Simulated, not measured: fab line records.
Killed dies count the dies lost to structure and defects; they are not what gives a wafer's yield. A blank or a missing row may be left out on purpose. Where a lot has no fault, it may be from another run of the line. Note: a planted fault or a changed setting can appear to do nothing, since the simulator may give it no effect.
2 desks looking at one fault ; flow n5 finfet ; each desk holds nothing but its own numbers, with what lay behind them at the end

## THE TOOL OWNER'S DESK: cvd co-01
The tool's own readings at N5_BEOL_M1_CVD_47 (deposits Co from CCTBA/H2, target thk 3 nm, time 223.8 s): means of the sampled wafers that have a number, for each lot that ran on this tool. A lot is out of limits, marked OUT, if its mean lies more than 4 standard deviations from the usual mean; the brackets give that distance.
Columns: A = run length s at N5_BEOL_M1_CVD_47, usual 247.0 s
lot;first seen here;A
L327;day 6 14:14;247.6
L329;day 7 04:49;247.1
L332;day 7 23:45;108.2 (-99 or more) OUT
L333;day 8 11:34;107.7 (-99 or more) OUT
L335;day 8 21:14;107.5 (-99 or more) OUT
L347;day 11 13:17;247.3
L349;day 12 05:35;247.6
Finding of this desk: L332, L333, L335 out of limits; the first was L332 at day 7 23:45, on run length s at N5_BEOL_M1_CVD_47. In limits: L327, L329, L347, L349.

## METROLOGY DESK
What the gauges read, lot by lot, whatever tool the lot ran on: means of the sampled wafers that have a number. A lot is out of limits, marked OUT, if its mean lies more than 4 standard deviations from the usual mean; the brackets give that distance. It has 10 readings; the 7 that lie furthest out on some lot are the ones shown.
Columns: A = DIBL_N at N5_BEOL_M4_RC_MEAS_101, usual 35.8 mV/V; B = DIBL_P at N5_BEOL_M4_RC_MEAS_101, usual 35.3 mV/V; C = IOFF_N at N5_BEOL_M4_RC_MEAS_101, usual 0.150 nA/um; D = IOFF_P at N5_BEOL_M4_RC_MEAS_101, usual 0.194 nA/um; E = ION_N at N5_BEOL_M4_RC_MEAS_101, usual 667 uA/um; F = VT_N at N5_BEOL_M4_RC_MEAS_101, usual 251 mV; G = VT_P at N5_BEOL_M4_RC_MEAS_101, usual -252 mV
lot;first seen here;A;B;C;D;E;F;G
L327;day 9 17:53;34.9;35.1;0.136;0.173;667;254;-255
L329;day 10 07:59;36.6;36.7;0.157;0.207;667;251;-252
L332;day 11 08:04;33.3;32.5;0.116;0.147;658;255;-255
L333;day 11 20:26;35.0;34.3;0.118;0.161;649;255;-257
L335;day 12 09:15;36.4;35.5;0.154;0.223;669;250;-246
L342;day 14 01:52;36.1;36.6;0.155;0.214;668;248;-249
L346;day 14 23:49;36.2;34.5;0.165;0.226;670;246;-247
L347;day 15 02:43;33.5;32.6;0.128;0.156;656;252;-255
L348;day 15 08:19;35.1;36.1;0.133;0.190;669;253;-252
L349;day 15 11:44;37.0;35.5;0.168;0.218;676;249;-250
Result from this desk: across the 10 lots, nothing is out of limits.

## BROUGHT TOGETHER
An alarm could have come from the tool owner's desk at day 7 23:45, on L332, L333, L335.
The metrology desk saw nothing out of limits.
The metrology desk has L332, L333, L335 on record, within its limits.
The lots listed all ran N5_BEOL_M1_CVD_47 on cvd co-01.

## WHAT HAD BEEN PUT IN BY THE SIMULATOR
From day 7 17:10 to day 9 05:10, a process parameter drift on cvd co-01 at N5_BEOL_M1_CVD_47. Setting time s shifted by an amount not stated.
Lots struck among those shown: L332, L333, L335.
Time in hours from fault onset to the first out-of-limits reading at each desk: the tool owner's desk, 7.
